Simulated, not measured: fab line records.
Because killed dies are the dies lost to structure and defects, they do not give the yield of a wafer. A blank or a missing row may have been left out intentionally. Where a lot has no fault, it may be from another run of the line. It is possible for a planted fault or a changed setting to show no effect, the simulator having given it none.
Which tool did it?    flow n5-finfet    Sampling: 11 lots, 32 wafers, 5 of 1938 route steps

WHAT EACH GAUGE READ, for each wafer
N5_BEOL_M11_RS_MEAS_57: measures by four-point-probe.
lot   measured      on             M11_RS (ohm/sq)
L604  day 10 20:44  film-metro-01  0.151 0.150 0.150
L605  day 11 07:55  film-metro-01  0.148 0.144 0.149
L612  day 12 11:44  film-metro-01  0.151 0.151 0.150
L611  day 12 13:58  film-metro-01  0.149 0.148 0.148
L613  day 13 00:02  film-metro-02  0.154 0.149 0.152
L614  day 13 04:30  film-metro-01  0.150 0.151 0.146
L615  day 13 10:41  film-metro-01  0.153 0.157
L621  day 14 19:56  film-metro-02  0.153 0.158 0.151
L622  day 15 06:37  film-metro-02  0.148 0.150 0.153
L625  day 16 01:49  film-metro-02  0.151 0.148 0.151
L627  day 16 19:54  film-metro-02  0.148 0.149 0.148

TOOL THAT RAN EACH LOT (tool first, then ch and the chambers of the sampled wafers, then the start)
lot   N5_BEOL_M11_STRIP_36                N5_BEOL_M11_ALD_74                   N5_BEOL_M11_ECD_50              N5_BEOL_M11_CMP_52
L604  rie-diel-01 ch 0,2,3, day 10 18:02  ald-metal-02 ch 1,2,3, day 10 19:08  ecd-cu-01 ch 0,1, day 10 19:55  cmp-01 ch 0,1,2, day 10 20:22
L605  rie-diel-01 ch 0,2,3, day 11 05:08  ald-metal-02 ch 1,3, day 11 06:03    ecd-cu-02 ch 0,1, day 11 06:56  cmp-03 ch 0,2,3, day 11 07:34
L612  rie-diel-01 ch 0,3, day 12 07:11    ald-metal-02 ch 0,1,2, day 12 08:21  ecd-cu-01 ch 0,1, day 12 10:54  cmp-03 ch 0,1, day 12 11:19
L611  rie-diel-01 ch 0,2,3, day 12 10:52  ald-metal-03 ch 1,3, day 12 11:55    ecd-cu-02 ch 0, day 12 12:49    cmp-03 ch 0,1, day 12 13:31
L613  rie-diel-03 ch 1,3, day 12 21:46    ald-metal-02 ch 1,3, day 12 22:38    ecd-cu-01 ch 0,1, day 12 23:12  cmp-02 ch 0,2,3, day 12 23:41
L614  rie-diel-01 ch 1,2, day 13 02:16    ald-metal-01 ch 0,1,3, day 13 03:06  ecd-cu-02 ch 0,1, day 13 03:42  cmp-03 ch 0,1, day 13 04:07
L615  rie-diel-03 ch 0,2, day 13 07:18    ald-metal-01 ch 0,2, day 13 08:46    ecd-cu-02 ch 0,1, day 13 09:45  cmp-01 ch 2,3, day 13 10:16
L621  rie-diel-03 ch 0,2,3, day 14 16:40  ald-metal-01 ch 0,2, day 14 18:26    ecd-cu-01 ch 0,1, day 14 19:02  cmp-03 ch 0,3, day 14 19:29
L622  rie-diel-06 ch 0,3, day 15 03:17    ald-metal-02 ch 0,1,3, day 15 04:26  ecd-cu-01 ch 0,1, day 15 05:25  cmp-02 ch 0,1,3, day 15 06:11
L625  rie-diel-01 ch 0,1,3, day 15 21:51  ald-metal-03 ch 0,2,3, day 15 22:59  ecd-cu-02 ch 0,1, day 15 23:34  cmp-01 ch 0,1,3, day 16 01:26
L627  rie-diel-03 ch 0,1,3, day 16 17:10  ald-metal-01 ch 0,1,3, day 16 18:11  ecd-cu-01 ch 0,1, day 16 18:53  cmp-02 ch 2,3, day 16 19:29
- N5_BEOL_M11_STRIP_36: strips in N2/H2.
- N5_BEOL_M11_ALD_74: deposits TaN, target thk 2 nm, pulse time 2 s, purge time 3 s.
- N5_BEOL_M11_ECD_50: material Cu, target thk 318 nm.
- N5_BEOL_M11_CMP_52: polishes, stops on SiCOH lowk, t overpolish 7 s, target thk 140 nm.

THE ANSWER, worked out from the rows above alone
Rule: the lots themselves supply what counts as usual. Put in order of their means at a reading, lots are off if they are a third of the lots or fewer, leave a main group of 4 or more, and stand apart from it by a gap of 3 or more times the standard deviation of the main group's means; of several such gaps the widest counts. The tables above print the reading to a certain number of digits; a main group whose means all agree to those digits is not used. Also off: a lot with no number at a reading for which 4 or more lots have one. Any other lot the step has rows for is counted as sound.
No lot is off on any of the readings shown, so nothing can be concluded from this.

WHAT HAD BEEN PUT IN BY THE SIMULATOR
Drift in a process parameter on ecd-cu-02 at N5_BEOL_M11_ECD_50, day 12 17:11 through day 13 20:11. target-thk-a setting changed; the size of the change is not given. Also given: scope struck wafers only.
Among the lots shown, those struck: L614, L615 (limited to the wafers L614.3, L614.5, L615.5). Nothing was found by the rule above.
